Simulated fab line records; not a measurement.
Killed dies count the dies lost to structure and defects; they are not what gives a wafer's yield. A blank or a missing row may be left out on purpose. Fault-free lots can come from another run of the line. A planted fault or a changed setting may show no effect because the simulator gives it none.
Struck lot and sound lot, side by side || flow n5Finfet || 14 out of 1938 route steps
Sound: wafers L439.1, L439.4, L439.5. Struck: wafer L448.3. (L448.1, L448.4 of the same lot were not struck and are left out.) The cause comes at the end.
Order at every step that has rows: each side's tool, ch and its chambers, its first start. Under that, the readings that differ: sound wafers || struck wafers || difference of the means || sigmas: that difference in standard deviations of wafers without a fault.
alike: readings with means less than 2 such deviations apart, plus words and numbers identical on both sides. not compared: withheld readings, readings lacking a value on some wafer, bounds such as >300 that could conceal the same value, and numbers that have no deviation in the record and whose values overlap.
Wherever a step has rows on one side only, a row that says differs or no value, or a row with sigmas, the two part there. Numbers that don't overlap but have no deviation are shown without sigmas and don't part them. A reading that every wafer of one side lacks parts them only if that side has two wafers or more.

first, 3 steps without rows for these wafers: N5_BEOL_M9_EXPOSE_25 (exposes mask V8); N5_BEOL_M9_PEB_26 (peb time 60 s); N5_BEOL_M9_DEVELOP_27 (develop time 30 s).
N5_BEOL_M9_CD_MEAS_28 targets a cd of 70 nm.
  sound on cdSem-02 ch 0, day 10 16:08; struck on cdSem-01 ch 0, day 12 09:58
  alike: cdNm
N5_BEOL_M9_OVL_MEAS_29:
  sound on overlay-02 ch 0, day 10 16:10; struck on overlay-02 ch 0, day 12 10:01
  alike: V8_OVL
N5_BEOL_M9_INSPECT_30: inspects for defects (brightfield).
  struck on defectInspect-02, day 12 10:04; sound on defectInspect-01, day 10 16:13
{"reading": "rawDefectCount", "sound": "275 239 296", "struck": 518, "difference": "+248", "sigmas": "+3"}
N5_BEOL_M9_DESCUM_33: chemistry O2, time 7 s.
  sound on rieDiel-03 ch 0,1,2, day 10 16:15; struck on rieDiel-04 ch 3, day 12 10:20
{"reading": "oesProductAu (a.u.)", "sound": "0.75 0.73 0.80", "struck": 0.94, "difference": "+0.18", "sigmas": "+2"}
{"reading": "rfVppV (V)", "sound": "243.3 240.0 242.2", "struck": 245.0, "difference": "+3.2", "sigmas": "+2"}
  alike: biasPowerW, drypumpMotorCurrentA, showerheadPlenumPTorr, tempC, throttleValvePct
  not compared: rfHoursCounterH
N5_BEOL_M9_ETCH_76: etches underlayer in N2/H2, target depth 6.5 nm, time 5.2 s.
  sound on rieDiel-03 ch 0,1,2, day 10 16:17; struck on rieDiel-04 ch 3, day 12 10:22
{"reading": "etchRfOnTimeS (s)", "sound": "5.31 5.29 5.31", "struck": 4.92, "difference": -0.38, "sigmas": -3}
{"reading": "oesProductAu (a.u.)", "sound": "0.63 0.62 0.67", "struck": 0.82, "difference": "+0.18", "sigmas": "+2"}
{"reading": "throttleValvePct (%)", "sound": "17.95 17.95 17.87", "struck": 17.37, "difference": -0.55, "sigmas": -2}
  alike: drypumpMotorCurrentA, rfFwdPowerW, rfVppV, showerheadPlenumPTorr
  not compared: rfHoursCounterH
N5_BEOL_M9_ETCH_65: etches SiARC in CF4, target depth 15.6 nm, time 26 s.
  sound on rieDiel-03 ch 0,1,2, day 10 16:18; struck on rieDiel-04 ch 3, day 12 10:23
{"reading": "etchRfOnTimeS (s)", "sound": "26.7 26.0 26.6", "struck": 24.6, "difference": -1.8, "sigmas": -3}
{"reading": "oesProductAu (a.u.)", "sound": "0.63 0.63 0.67", "struck": 0.83, "difference": "+0.19", "sigmas": "+3"}
{"reading": "throttleValvePct (%)", "sound": "15.7 15.8 15.7", "struck": 15.0, "difference": -0.7, "sigmas": -2}
  alike: drypumpMotorCurrentA, rfFwdPowerW, rfVppV, showerheadPlenumPTorr
  not compared: rfHoursCounterH
N5_BEOL_M9_ETCH_66: etches SOC in N2/H2, target depth 80 nm, overetch 16 nm, time 120 s.
  sound on rieDiel-03 ch 0,1,2, day 10 16:20; struck on rieDiel-04 ch 3, day 12 10:25
{"reading": "oesProductAu (a.u.)", "sound": "0.57 0.56 0.61", "struck": 0.71, "difference": "+0.13", "sigmas": "+2"}
{"reading": "throttleValvePct (%)", "sound": "17.90 17.93 17.83", "struck": 17.31, "difference": -0.58, "sigmas": -2}
  alike: drypumpMotorCurrentA, rfFwdPowerW, rfVppV, showerheadPlenumPTorr, tempC
  not compared: rfHoursCounterH
then, 2 steps without rows for these wafers: N5_BEOL_M9_STRIP_69 (strips in N2/H2); N5_BEOL_M9_STRIP_77 (strips in N2/H2).
N5_BEOL_M9_VIA_ETCH_34: etches SiCOH lowk in C4F6/O2, target depth 182.4 nm, time 68.4 s.
  sound on rieDiel-03 ch 0,1,2, day 10 16:26; struck on rieDiel-04 ch 3, day 12 10:31
{"reading": "rfFwdPowerW (W)", "sound": "343.1 343.6 341.6", "struck": 257.8, "difference": -85.0, "sigmas": -65}
{"reading": "rfVppV (V)", "sound": "661 637 655", "struck": 759, "difference": "+108", "sigmas": "+8"}
{"reading": "throttleValvePct (%)", "sound": "21.0 21.1 21.0", "struck": 20.2, "difference": -0.8, "sigmas": -2}
{"reading": "model.etch.depthNm (nm)", "sound": "176.1 176.8 176.7", "struck": 169.4, "difference": -7.1, "sigmas": ""}
  alike: drypumpMotorCurrentA, oesProductAu, showerheadPlenumPTorr
  not compared: rfHoursCounterH, model.SOC_of_BEOL_M9_COAT_63.thkNm
then, 1 step without rows for these wafers: N5_BEOL_M9_STRIP_73 (strips in C4F6/O2).

WHERE THEY PART
Last at N5_BEOL_M9_VIA_ETCH_34 as far as this record goes, first at N5_BEOL_M9_INSPECT_30.

WHY: what the simulator had put in
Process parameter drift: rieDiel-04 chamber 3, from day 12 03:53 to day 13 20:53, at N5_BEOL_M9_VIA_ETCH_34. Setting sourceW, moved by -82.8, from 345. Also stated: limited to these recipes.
